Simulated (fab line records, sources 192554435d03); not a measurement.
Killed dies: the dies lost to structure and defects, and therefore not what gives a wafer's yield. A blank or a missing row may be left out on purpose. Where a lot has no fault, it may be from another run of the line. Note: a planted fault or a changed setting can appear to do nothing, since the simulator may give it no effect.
The tool behind it: which one? ; flow n5 finfet ; Sampling: 10 lots, 30 wafers, 5 of 1938 route steps

== WHAT EACH GAUGE READ, for each wafer ==
N5_BEOL_M4_RC_MEAS_101. Usual: DIBL_N 36.0 mV/V, standard deviation 1.4; DIBL_P 36.0 mV/V, standard deviation 1.5; IOFF_N 0.160 nA/um, standard deviation 0.026; IOFF_P 0.22 nA/um, standard deviation 0.032; ION_N 674 uA/um, standard deviation 10; ION_P 464 uA/um, standard deviation 6.9; SS_N 71.5 mV/dec, standard deviation 0.56; SS_P 73.3 mV/dec, standard deviation 0.59; VT_N 249.5 mV, standard deviation 2.9; VT_P -249.2 mV, standard deviation 3.
lot;measured;on;DIBL_N (mV/V);DIBL_P (mV/V);IOFF_N (nA/um);IOFF_P (nA/um);ION_N (uA/um);ION_P (uA/um);SS_N (mV/dec);SS_P (mV/dec);VT_N (mV);VT_P (mV);flag
L900;day 8 01:47;prober-01;37.0 37.5 39.1;35.9 36.7 38.5;0.143 0.148 0.185;0.21 0.22 0.26;676 671 681;461 461 461;71.8 71.2 72.4;72.7 73.5 74.2;252.6 249.8 250.0;-250.7 -251.8 -247.3;
L901;day 8 04:40;prober-01;37.1 37.8 38.5;37.0 38.3 38.9;0.186 0.199 0.214;0.24 0.27 0.27;685 681 680;474 468 470;71.4 72.0 72.2;73.7 74.5 74.3;249.1 247.7 242.8;-249.0 -246.5 -246.3;
L905;day 9 05:04;prober-02;34.4 33.6 35.7;36.0 34.4 36.4;0.129 0.118 0.143;0.18 0.16 0.19;660 654 663;459 457 458;71.4 71.1 71.0;74.3 72.7 72.5;254.7 255.0 252.9;-253.7 -254.2 -252.2;
L904;day 11 09:19;prober-02;36.0 33.6 34.1;36.3 33.3 33.2;0.146 0.115 0.117;0.21 0.17 0.16;660 651 643;461 452 450;70.8 70.3 70.9;72.8 72.7 72.8;251.4 253.7 252.2;-249.7 -251.9 -255.2;
L907;day 10 05:40;prober-02;34.3 35.2 33.6;33.8 34.3 32.1;0.130 0.140 0.116;0.18 0.19 0.16;665 666 653;461 456 451;71.4 71.9 71.0;73.0 73.8 72.1;254.2 252.9 257.1;-252.1 -253.2 -256.9;
L908;day 11 00:35;prober-01;37.0 38.4 35.7;37.4 39.4 36.7;0.173 0.217 0.169;0.24 0.28 0.24;672 690 686;460 474 470;71.3 72.0 71.2;73.4 74.1 73.6;248.8 242.0 250.9;-248.9 -247.5 -247.7;
L909;day 11 09:31;prober-01;36.0 34.8 36.1;36.7 35.1 36.3;0.182 0.161 0.184;0.25 0.22 0.25;693 685 683;479 471 467;71.0 71.4 71.5;73.2 73.1 72.9;243.4 248.1 246.3;-244.7 -247.0 -244.7;
L919;day 13 12:23;prober-01;37.2 40.2 37.8;36.4 40.3 37.3;0.174 0.250 0.182;0.23 0.32 0.25;691 692 686;470 476 478;72.1 72.2 72.6;73.7 74.3 73.4;247.3 242.1 246.4;-248.0 -242.5 -244.6;
L922;day 14 11:16;prober-02;35.6 35.2 36.3;36.2 35.8 36.8;0.162 0.156 0.168;0.23 0.22 0.23;684 686 684;475 474 471;70.9 71.2 70.6;73.4 72.5 73.9;247.1 247.3 246.5;-247.2 -246.0 -246.6;
L923;day 14 13:14;prober-02;35.9 37.1 36.0;35.6 37.5 36.5;0.157 0.185 0.168;0.21 0.25 0.23;674 693 681;463 474 474;71.7 72.3 71.8;73.4 73.8 73.6;250.7 247.9 247.5;-248.8 -246.2 -248.0;

== WHAT TOOL EACH LOT RAN ON (gives the tool, then ch and the chambers of the sampled wafers, and finally the start) ==
lot;N5_BEOL_M1_ALD_84;N5_BEOL_M1_CVD_47;N5_BEOL_M1_ANNEAL_80;N5_BEOL_M1_SPUTTER_86
L900;ald metal-03 ch 0,1, day 6 18:14;cvd co-02 ch 0,2, day 6 18:43;pvd sputter-02, day 6 19:11;pvd sputter-02, day 6 19:32
L901;ald metal-04 ch 0,2,3, day 6 22:17;cvd co-01 ch 0,1,2, day 6 22:36;pvd sputter-03, day 6 23:05;pvd sputter-03, day 6 23:27
L905;ald metal-01 ch 0,1,3, day 7 07:27;cvd co-02 ch 0,1, day 7 07:50;pvd sputter-01, day 7 08:19;pvd sputter-01, day 7 08:40
L904;ald metal-04 ch 0,1,2, day 7 07:50;cvd co-02 ch 0,2, day 7 08:11;pvd sputter-02, day 7 08:38;pvd sputter-02, day 7 09:00
L907;ald metal-01 ch 1,2,3, day 7 21:24;cvd co-02 ch 0,1,2, day 7 21:46;pvd sputter-02, day 7 22:14;pvd sputter-02, day 7 22:35
L908;ald metal-01 ch 1,2, day 8 10:02;cvd co-02 ch 0,1, day 8 10:52;pvd sputter-03, day 8 13:49;pvd sputter-03, day 8 14:11
L909;ald metal-03 ch 1,2,3, day 8 21:34;cvd co-02 ch 0,1,2, day 8 21:57;pvd sputter-03, day 8 22:27;pvd sputter-03, day 8 22:49
L919;ald metal-01 ch 1,2,3, day 11 13:16;cvd co-01 ch 0,1,2, day 11 13:32;pvd sputter-01, day 11 14:01;pvd sputter-01, day 11 14:23
L922;ald metal-03 ch 1,2, day 12 02:19;cvd co-02 ch 0,1,2, day 12 02:41;pvd sputter-02, day 12 03:07;pvd sputter-02, day 12 03:29
L923;ald metal-04 ch 1,2,3, day 12 07:07;cvd co-02 ch 0,2, day 12 07:44;pvd sputter-03, day 12 09:40;pvd sputter-03, day 12 10:01
- N5_BEOL_M1_ALD_84: deposits TaN, pulse time 2 s, purge time 3 s, co reactant purge time 2 s.
- N5_BEOL_M1_CVD_47: deposits Co from CCTBA/H2, target thk 3 nm, time 223.8 s.
- N5_BEOL_M1_ANNEAL_80: time 240 s.
- N5_BEOL_M1_SPUTTER_86: material Cu, target thk 4.5 nm, time 8.29 s.

== AS READ BY THE TOOLS THEMSELVES (means over the sampled wafers that have a number; for cases with no such wafer, the mark the record gives instead) ==
N5_BEOL_M1_ALD_84. Usual: heater power w 438 W, standard deviation 50; susceptor temp C 275.00 C, standard deviation 0.19.
lot;tool;heater power w (W);susceptor temp C (C);flag
L900;ald metal-03;444;274.98;
L901;ald metal-04;436;275.01;
L905;ald metal-01;425;274.87;
L904;ald metal-04;423;275.13;
L907;ald metal-01;461;274.86;
L908;ald metal-01;505;275.09;
L909;ald metal-03;448;275.09;
L919;ald metal-01;474;274.94;
L922;ald metal-03;445;274.87;
L923;ald metal-04;426;275.04;

N5_BEOL_M1_CVD_47. Usual: 246.4 s for run length s, sd 0.63.
lot;tool;run length s (s);flag
L900;cvd co-02;246.1;
L901;cvd co-01;246.8;
L905;cvd co-02;245.8;
L904;cvd co-02;246.0;
L907;cvd co-02;246.0;
L908;cvd co-02;287.3;OFF
L909;cvd co-02;287.4;OFF
L919;cvd co-01;247.0;
L922;cvd co-02;246.2;
L923;cvd co-02;245.8;

N5_BEOL_M1_ANNEAL_80. Usual: heater power w 815 W, standard deviation 68; susceptor temp C 400.00 C, standard deviation 0.24.
lot;tool;heater power w (W);susceptor temp C (C);flag
L900;pvd sputter-02;868;399.92;
L901;pvd sputter-03;822;400.00;
L905;pvd sputter-01;863;399.72;
L904;pvd sputter-02;768;399.75;
L907;pvd sputter-02;789;400.07;
L908;pvd sputter-03;807;400.00;
L909;pvd sputter-03;802;400.05;
L919;pvd sputter-01;810;400.25;
L922;pvd sputter-02;821;400.05;
L923;pvd sputter-03;827;399.94;

N5_BEOL_M1_SPUTTER_86. Usual: susceptor temp C -20.00 C, standard deviation 0.1; throttle valve pct 29.8 %, standard deviation 0.84.
lot;tool;susceptor temp C (C);throttle valve pct (%);flag
L900;pvd sputter-02;-20.03;30.0;
L901;pvd sputter-03;-19.98;29.9;
L905;pvd sputter-01;-20.07;30.4;
L904;pvd sputter-02;-20.05;29.9;
L907;pvd sputter-02;-19.95;29.3;
L908;pvd sputter-03;-19.99;28.8;
L909;pvd sputter-03;-19.94;29.8;
L919;pvd sputter-01;-19.95;28.9;
L922;pvd sputter-02;-20.02;29.9;
L923;pvd sputter-03;-20.06;29.2;

== THE ANSWER, worked out from the rows above alone ==
Rule: lot off if the mean of its wafers having a number is beyond 3 standard deviations from the usual mean. A lot without any number at a reading at which 4 lots or more have one is off too. Any other lot the step has rows for is counted as sound. Order of review: gauges by route order, followed by the tools' own readings, for which a lot's mean as printed above is used. At the first step where some lot is off, the reading lying furthest off is the one used; lots without a number count as furthest.
Off, at N5_BEOL_M1_CVD_47 on run length s: L908, L909.
If a tool, at that step or one of the process steps before it, ran each lot that is off and ran no sound lot following the first of them, it fits. Of those tried, none fits.

== WHAT HAD BEEN PUT IN BY THE SIMULATOR ==
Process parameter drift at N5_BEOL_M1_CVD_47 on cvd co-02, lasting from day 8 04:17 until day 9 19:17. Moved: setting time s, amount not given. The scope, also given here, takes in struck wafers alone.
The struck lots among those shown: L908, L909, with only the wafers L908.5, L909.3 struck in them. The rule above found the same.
